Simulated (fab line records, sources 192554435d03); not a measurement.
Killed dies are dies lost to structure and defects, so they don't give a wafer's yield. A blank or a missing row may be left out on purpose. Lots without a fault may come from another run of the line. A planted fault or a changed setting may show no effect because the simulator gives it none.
Chamber matching | flow n5_finfet | N5_BEOL_M3_ALD_98 on ald_sin-02: 4 sister chambers
The step deposits SiO2, target thk 2.5 nm, pulse time 1 s, co reactant pulse time 1 s. 4 wafers are shown with their chamber, then 7 later ones without.

WAFERS WITH THEIR CHAMBER
wafer  | chamber | heater_power_w (W)
L087.5 | 1       | 79
L087.6 | 0       | 92
L090.2 | 2       | 86
L090.3 | 3       | 76

WAFERS WITHOUT THEIR CHAMBER
wafer  | heater_power_w (W)
L090.4 | 89
L095.2 | 76
L095.3 | 87
L095.5 | 87
L097.1 | 78
L097.2 | 86
L097.3 | 89

WHICH CHAMBER EACH WENT THROUGH
wafer  | from the rows above     | in truth
L090.4 | can't be placed: 0 or 2 | 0
L095.2 | can't be placed: 3 or 1 | 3
L095.3 | 2                       | 2
L095.5 | 2                       | 2
L097.1 | can't be placed: 1 or 3 | 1
L097.2 | 2                       | 2
L097.3 | can't be placed: 0 or 2 | 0
Placed correctly: 3 of 7. Can't be placed from these rows: 4 (the true chamber is among the candidates in 4). Placed wrongly: 0.
How it was worked out, from the rows above alone: a wafer's distance from a chamber is the root of the sum, over the readings, of the square of ((its reading less the chamber's mean) divided by the reading's scatter). The wafer belongs to the nearest chamber; if the next one is less than 2 further off, it can't be placed. A chamber's mean is the mean of its shown wafers. The scatter: with one shown wafer a chamber, the root of the mean of the squares of how far each hidden wafer lies from its nearest shown one.
